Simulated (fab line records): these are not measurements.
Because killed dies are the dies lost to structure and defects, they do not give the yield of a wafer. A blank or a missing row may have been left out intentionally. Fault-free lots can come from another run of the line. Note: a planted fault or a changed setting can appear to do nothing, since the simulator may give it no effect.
Struck lot and sound lot, side by side || flow n5 finfet || 44 steps out of a route of 1938
Sound: these wafers, L923.1, L923.5, L923.6. Struck: wafer L931.5. (L931.1, L931.4 of the same lot were not struck and are left out.) The cause comes at the end.
For every step that has rows: the tool of each side, followed by ch and its chambers, followed by its first start. Under that, the readings that differ: sound wafers || struck wafers || difference of the means || sigmas: that difference in standard deviations of wafers without a fault.
alike: a reading whose means differ by less than 2 such deviations, as well as words and numbers matching on both sides. not compared: withheld readings; readings where some wafer has no value; bounds like >300 that might hide an equal value; numbers whose values overlap and for which the record gives no deviation.
The two part at a step that has a row with sigmas, a row that says differs or no value, or rows on one side only. When numbers do not overlap yet have no deviation, they are printed without sigmas and do not part them. Lack of a reading on every wafer of one side parts them only where that side has two or more wafers.

N5_BEOL_M5_CD_MEAS_28: target cd 30.6 nm, target cd y 20 nm.
  sound on cd sem-03 ch 0, day 14 12:49; struck on cd sem-03 ch 0, day 17 07:41
{"reading": "cd nm (nm)", "sound": "30.43 29.88 30.26", "struck": 30.95, "difference": "+0.76", "sigmas": "+3"}
N5_BEOL_M5_OVL_MEAS_29:
  sound on overlay-02 ch 0, day 14 12:51; struck on overlay-01 ch 0, day 17 07:43
  alike: V4_OVL
N5_BEOL_M5_INSPECT_30: inspects for defects (brightfield).
  struck on defect inspect-02, day 17 07:47; sound on defect inspect-01, day 14 12:54
{"reading": "raw defect count", "sound": "454 344 528", "struck": 244, "difference": -198, "sigmas": -2}
then, 9 steps without rows for these wafers: N5_BEOL_M5_DESCUM_33 (chemistry O2, time 7 s); N5_BEOL_M5_ETCH_75 (etches underlayer in N2/H2, target depth 6.5 nm, time 5.2 s); N5_BEOL_M5_ETCH_67 (etches SiARC in CF4, target depth 15.6 nm, time 26 s); N5_BEOL_M5_ETCH_68 (etches SOC in N2/H2, target depth 80 nm, overetch 16 nm, time 120 s); N5_BEOL_M5_STRIP_69 (strips in N2/H2); N5_BEOL_M5_STRIP_76 (strips in N2/H2); N5_BEOL_M5_VIA_ETCH_34 (etches SiCOH lowk in C4F6/O2, target depth 88.3 nm, time 39.2 s); N5_BEOL_M5_STRIP_85 (strips in C4F6/O2); N5_BEOL_M5_STRIP_36 (strips in N2/H2).
N5_BEOL_M5_TRENCH_ETCH_37: etches SiCOH lowk in C4F6/O2, target depth 71.652 nm, time 24.7 s.
  sound on rie diel-02 ch 0,1,3, day 14 13:12; struck on rie diel-02 ch 1, day 17 08:10
{"reading": "oes product au (a.u.)", "sound": "0.77 0.79 0.92", "struck": 0.65, "difference": -0.18, "sigmas": -2}
{"reading": "model.etch.depth nm (nm)", "sound": "69.31 70.51 73.57", "struck": 54.01, "difference": -17.12, "sigmas": ""}
{"reading": "model.BEOL_M5.feature depth nm (nm)", "sound": "69.4 70.6 73.6", "struck": 54, "difference": -17, "sigmas": ""}
  alike: drypump motor current A, rf vpp V, showerhead plenum p Torr, throttle valve pct
  not compared: rf hours counter h
N5_BEOL_M5_ETCH_41: etches SiCN in CH3F/O2, target depth 31.5 nm, time 56.7 s.
  sound on rie diel-02 ch 0,1,3; struck on rie diel-02 ch 1
  alike: drypump motor current A, oes product au, rf vpp V, showerhead plenum p Torr, throttle valve pct
  not compared: rf hours counter h
then, 1 step without rows for these wafers: N5_BEOL_M5_STRIP_91 (strips in N2/H2, time 10 s).
N5_BEOL_M5_OCD_MEAS_38:
  struck on ocd-02, day 17 08:20; sound on ocd-01, day 14 13:22
{"reading": "trench depth nm (nm)", "sound": "69.9 70.3 73.7", "struck": 53.8, "difference": -17.5, "sigmas": -9}
then, 4 steps without rows for these wafers: N5_BEOL_M5_HM_STRIP_39 (strips TiN in peroxide tin strip, target depth 25 nm, time 158 s); N5_BEOL_M5_SRD_40 (time 30 s); N5_BEOL_M5_PRECLEAN_42 (cleans in residue remover, time 60 s); N5_BEOL_M5_SRD_43 (time 30 s).
N5_BEOL_M5_CD_MEAS_35: target cd 28 nm, target cd y 24 nm.
  struck on cd sem-02, day 17 08:29; sound on cd sem-03, day 14 13:31
  alike: cd nm
then, 1 step without rows for these wafers: N5_BEOL_M5_CURE_80 (cures SiCOH lowk, time 120 s).
N5_BEOL_M5_DEGAS_44: time 60 s.
  struck on pvd sputter-02, day 17 09:01; sound on pvd sputter-03, day 14 13:56
  alike: heater power w
then, 2 steps without rows for these wafers: N5_BEOL_M5_PRE_CLEAN_45 (time 30 s); N5_BEOL_M5_ALD_86 (deposits TaN, pulse time 2 s, purge time 3 s, co reactant purge time 2 s).
N5_BEOL_M5_SURFACE_TREAT_87:
  struck on pvd sputter-02, day 17 09:22; sound on pvd sputter-03, day 14 14:36
  not compared: throttle valve pct
then, 6 steps without rows for these wafers: N5_BEOL_M5_CVD_47 (deposits Co from CCTBA/H2, target thk 3 nm, time 216 s); N5_BEOL_M5_SPUTTER_48 (material Cu, target thk 15 nm, time 27.62 s); N5_BEOL_M5_ANNEAL_49 (time 1800 s); N5_BEOL_M5_SPUTTER_81 (material Cu, target thk 15 nm, time 27.62 s); N5_BEOL_M5_ANNEAL_82 (time 1800 s); N5_BEOL_M5_SPUTTER_83 (material Cu, target thk 15 nm, time 27.62 s).
N5_BEOL_M5_ANNEAL_84: time 1800 s.
  struck on pvd sputter-03, day 17 13:37; sound on pvd sputter-02, day 14 18:04
{"reading": "heater power w (W)", "sound": "871 881 710", "struck": 667, "difference": -154, "sigmas": -2}
then, 4 steps without rows for these wafers: N5_BEOL_M5_SPUTTER_88 (material Cu, target thk 15 nm, time 27.62 s); N5_BEOL_M5_ANNEAL_89 (time 1800 s); N5_BEOL_M5_SPUTTER_90 (material Cu, target thk 4.5 nm, time 8.29 s); N5_BEOL_M5_ECD_50 (material Cu, target thk 300 nm).
N5_BEOL_M5_ANNEAL_51: time 90 s.
  sound on rtp anneal-01 ch 0, day 14 20:22; struck on rtp anneal-02 ch 0, day 17 15:55
  alike: wafer_temp_C_max
N5_BEOL_M5_CMP_52: polishes, stops on SiCOH lowk, t overpolish 6.9 s, target thk 62 nm.
  sound on cmp-01 ch 1,2, day 14 20:42; struck on cmp-03 ch 0, day 17 16:13
{"reading": "model.Cu_of_BEOL_M5_ECD_50.thk nm (nm)", "sound": "58.8 59.6 63.6", "struck": 44.4, "difference": -16.3, "sigmas": ""}
  alike: barrier field endpoint s, head pressure psi, motor current A, overpolish run s, slurry filter dp kPa, time to endpoint s
N5_BEOL_M5_THK_MEAS_53: measures by xrf.
  struck on film metro-01, day 17 16:30; sound on film metro-02, day 14 20:58
{"reading": "M5_THK (nm)", "sound": "59.1 59.9 63.7", "struck": 44.9, "difference": -16.0, "sigmas": -7}
then, 2 steps without rows for these wafers: N5_BEOL_M5_PRE_CLEAN_77 (time 15 s); N5_BEOL_M5_CO_CAP_78 (material Co, precursor CCTBA/H2, target thk 2 nm, time 102.1 s).
N5_BEOL_M5_RS_MEAS_57: measurement is done with a four-point probe.
  struck on film metro-02, day 17 16:46; sound on film metro-02, day 14 21:13
{"reading": "M5_RS (ohm/sq)", "sound": "0.414 0.406 0.375", "struck": 0.585, "difference": "+0.187", "sigmas": "+11"}
-- here the record skips 3 days between the struck wafers' starts before and after, leaving off in module BEOL_M5 and picking up in module BEOL_M15 (first step shown: number 1830 of the route) --
N5_BEOL_M15_RC_MEAS_101:
  sound on prober-02 ch 0, day 19 03:55; struck on prober-02 ch 0, day 20 23:58
{"reading": "COMB_M11 (S/m)", "sound": "1.68e-11 2.17e-11 1.72e-11", "struck": 1.18e-11, "difference": -6.77e-12, "sigmas": -2}
{"reading": "SERP_M13 (ohm/um)", "sound": "0.300 0.298 0.316", "struck": 0.325, "difference": "+0.020", "sigmas": "+2"}
{"reading": "SERP_M5 (ohm/um)", "sound": "43.8 42.3 39.0", "struck": 56.7, "difference": "+15.0", "sigmas": "+7"}
{"reading": "SERP_M5_max_site (ohm/um)", "sound": "44.7 44.2 39.5", "struck": 58.4, "difference": "+15.6", "sigmas": "+6"}
  alike: etest temp c, COMB_M10, COMB_M12, COMB_M13, COMB_M14, COMB_M15, COMB_M6, COMB_M7, COMB_M7_max_site, COMB_M8, COMB_M9, SERP_M10, SERP_M11, SERP_M11_max_site, SERP_M12, SERP_M14, SERP_M6, SERP_M7, SERP_M8, SERP_M9

## WHERE THEY PART
Last at N5_BEOL_M15_RC_MEAS_101 as far as this record goes, first at N5_BEOL_M5_CD_MEAS_28.

WHY: whatever the simulator had introduced
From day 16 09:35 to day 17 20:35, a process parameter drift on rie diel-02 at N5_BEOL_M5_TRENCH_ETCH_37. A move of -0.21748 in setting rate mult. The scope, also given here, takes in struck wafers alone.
